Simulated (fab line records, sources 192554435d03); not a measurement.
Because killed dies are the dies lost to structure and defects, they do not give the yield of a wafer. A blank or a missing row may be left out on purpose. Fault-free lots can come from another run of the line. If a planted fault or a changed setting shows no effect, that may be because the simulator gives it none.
Struck lot and sound lot, side by side + flow n5-finfet + 38 out of 1938 route steps
Sound: the wafers L833.2, L833.3, L833.6. Struck: wafer L841.3 (left out: L841.2, a lot-mate that was not struck); the cause follows at the end.
For every step that has rows: the tool of each side, followed by ch and its chambers, followed by its first start. Under that, the readings that differ: sound wafers + struck wafers + difference of the means + sigmas: that difference in standard deviations of wafers without a fault.
alike: readings with means less than 2 such deviations apart, plus words and numbers identical on both sides. not compared: withheld readings, readings lacking a value on some wafer, bounds such as >300 that could conceal the same value, and numbers that have no deviation in the record and whose values overlap.
Wherever a step has rows on one side only, a row that says differs or no value, or a row with sigmas, the two part there. Numbers that have no deviation but don't overlap get no sigmas and don't part them. Lack of a reading on every wafer of one side parts them only where that side has two or more wafers.

first, 9 steps without rows for these wafers: N5_BEOL_M9_DESCUM_33 (chemistry O2, time 7 s); N5_BEOL_M9_ETCH_76 (etches underlayer in N2/H2, target depth 6.5 nm, time 5.2 s); N5_BEOL_M9_ETCH_65 (etches SiARC in CF4, target depth 15.6 nm, time 26 s); N5_BEOL_M9_ETCH_66 (etches SOC in N2/H2, target depth 80 nm, overetch 16 nm, time 120 s); N5_BEOL_M9_STRIP_69 (strips in N2/H2); N5_BEOL_M9_STRIP_77 (strips in N2/H2); N5_BEOL_M9_VIA_ETCH_34 (etches SiCOH lowk in C4F6/O2, target depth 182.4 nm, time 68.4 s); N5_BEOL_M9_STRIP_73 (strips in C4F6/O2); N5_BEOL_M9_STRIP_36 (strips in N2/H2).
N5_BEOL_M9_TRENCH_ETCH_37: etches SiCOH lowk in C4F6/O2, target depth 151.43 nm, time 49 s.
  sound on rie-diel-01 ch 0,2, day 10 11:38; struck on rie-diel-01 ch 2, day 12 02:15
| reading                                    | sound             | struck | difference | sigmas |
|--------------------------------------------|-------------------|--------|------------|--------|
| C4F6_flow_sccm (sccm)                      | 9.984 9.999 9.963 | 10.053 | +0.071     | +2     |
| model.BEOL_M9.feature-depth-nm (nm)        | 152 153.2 153.8   | 124.4  | -28.6      |        |
| model.etch.depth-nm (nm)                   | 151.9 153.2 153.8 | 124.5  | -28.5      |        |
| model.TiN_of_BEOL_M9_HM_DEP_02.thk-nm (nm) | 15.6 15.6 15.6    | 16.6   | +1.0       |        |
  alike: bias-w, drypump-motor-current-A, oes-product-au, rf-vpp-V, showerhead-plenum-p-Torr, throttle-valve-pct
  not compared: rf-hours-counter-h
then, 2 steps without rows for these wafers: N5_BEOL_M9_ETCH_41 (etches SiCN in CH3F/O2, target depth 36.6 nm, time 70.1 s); N5_BEOL_M9_STRIP_80 (strips in N2/H2, time 10 s).
N5_BEOL_M9_OCD_MEAS_38:
  sound: ocd-02 at day 10 11:49; struck: ocd-01 at day 12 02:26
| reading              | sound             | struck | difference | sigmas |
|----------------------|-------------------|--------|------------|--------|
| trench-depth-nm (nm) | 151.6 153.3 154.2 | 124.3  | -28.7      | -14    |
then, 13 steps without rows for these wafers: N5_BEOL_M9_HM_STRIP_39 (strips TiN in peroxide tin strip, target depth 25 nm, time 158 s); N5_BEOL_M9_SRD_40 (time 30 s); N5_BEOL_M9_PRECLEAN_42 (cleans in residue remover, time 60 s); N5_BEOL_M9_SRD_43 (time 30 s); N5_BEOL_M9_CURE_72 (cures SiCOH lowk, time 120 s); N5_BEOL_M9_DEGAS_44 (time 60 s); N5_BEOL_M9_PRE_CLEAN_45 (time 30 s); N5_BEOL_M9_ALD_74 (deposits TaN, target thk 2 nm, pulse time 2 s, purge time 3 s); N5_BEOL_M9_SURFACE_TREAT_79; N5_BEOL_M9_CVD_78 (deposits Co from CCTBA/H2, target thk 2 nm, time 138.9 s); N5_BEOL_M9_SPUTTER_48 (material Cu, target thk 12 nm, time 2 s); N5_BEOL_M9_ECD_50 (material Cu, target thk 318 nm); N5_BEOL_M9_ANNEAL_51 (time 90 s).
N5_BEOL_M9_CMP_52: polishes, stops on SiCOH lowk, t overpolish 7 s, target thk 140 nm.
  sound on cmp-04 ch 0,1,3, day 10 13:53; struck on cmp-04 ch 3, day 12 04:56
| reading                                | sound             | struck | difference | sigmas |
|----------------------------------------|-------------------|--------|------------|--------|
| model.Cu_of_BEOL_M9_ECD_50.thk-nm (nm) | 139.4 142.8 141.6 | 113.4  | -27.9      |        |
  alike: motor-current-A, platen-rpm
N5_BEOL_M9_THK_MEAS_53: measures by xrf.
  sound: film-metro-02 at day 10 14:06; struck: film-metro-01 at day 12 05:09
| reading     | sound             | struck | difference | sigmas |
|-------------|-------------------|--------|------------|--------|
| M9_THK (nm) | 140.6 144.7 144.2 | 115.7  | -27.5      | -11    |
then, 2 steps without rows for these wafers: N5_BEOL_M9_PRE_CLEAN_55 (time 15 s); N5_BEOL_M9_DEP_56 (deposits SiCN from 3MS/NH3, target thk 15 nm, time 26.5 s).
N5_BEOL_M9_RS_MEAS_57: the measuring method here is four-point-probe.
  sound: film-metro-01 at day 10 14:14; struck: film-metro-02 at day 12 05:17
| reading        | sound                | struck | difference | sigmas |
|----------------|----------------------|--------|------------|--------|
| M9_RS (ohm/sq) | 0.1518 0.1478 0.1493 | 0.1909 | +0.0413    | +15    |
then, 5 steps without rows for these wafers: N5_BEOL_M10_ILD_DEP_00 (deposits SiCOH lowk from DEMS/porogen, target thk 308.51 nm, time 58 s); N5_BEOL_M10_CURE_71 (cures SiCOH lowk, time 240 s); N5_BEOL_M10_PECVD_70 (deposits SiO2 from TEOS/O2, target thk 20 nm, time 22.7 s); N5_BEOL_M10_HM_DEP_02 (deposits TiN, target thk 20 nm); N5_BEOL_M10_COAT_59 (time 60 s, resist thk 100 nm).
N5_BEOL_M15_RC_MEAS_101:
  sound on prober-01 ch 0, day 12 04:48; struck on prober-02 ch 0, day 13 21:50
| reading                   | sound                 | struck  | difference | sigmas |
|---------------------------|-----------------------|---------|------------|--------|
| COMB_M11 (S/m)            | 1.6e-11 1e-11 1.2e-11 | 2e-11   | +7e-12     | +2     |
| COMB_M15 (S/m)            | 2.8e-12 3e-12 3.4e-12 | 1.3e-12 | -1.8e-12   | -3     |
| COMB_M5 (S/m)             | 3.6e-11 2.9e-11 3e-11 | 5.1e-11 | +1.9e-11   | +3     |
| COMB_M7 (S/m)             | 3.1e-11 3e-11 3e-11   | 2e-11   | -1e-11     | -2     |
| SERP_M6 (ohm/um)          | 13.2 13.2 12.9        | 14.0    | +0.9       | +2     |
| SERP_M9 (ohm/um)          | 3.02 2.97 2.98        | 3.90    | +0.91      | +13    |
| SERP_M9_max_site (ohm/um) | 3.10 3.07 3.06        | 3.97    | +0.89      | +11    |
  alike: COMB_M10, COMB_M12, COMB_M13, COMB_M14, COMB_M6, COMB_M8, SERP_M10, SERP_M11, SERP_M12, SERP_M13, SERP_M13_max_site, SERP_M14, SERP_M5, SERP_M6_max_site, SERP_M7, SERP_M8
N5_PASSIVATION_PROBE_49:
  record: rows for the struck wafers here (prober-01, day 14 11:32), none for the sound ones

== WHERE THEY PART ==
Earliest at N5_BEOL_M9_TRENCH_ETCH_37; latest, in this record, at N5_PASSIVATION_PROBE_49.

WHY: what had been put in by the simulator
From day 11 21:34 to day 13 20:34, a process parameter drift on rie-diel-01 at N5_BEOL_M9_TRENCH_ETCH_37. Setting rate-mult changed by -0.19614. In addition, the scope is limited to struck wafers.
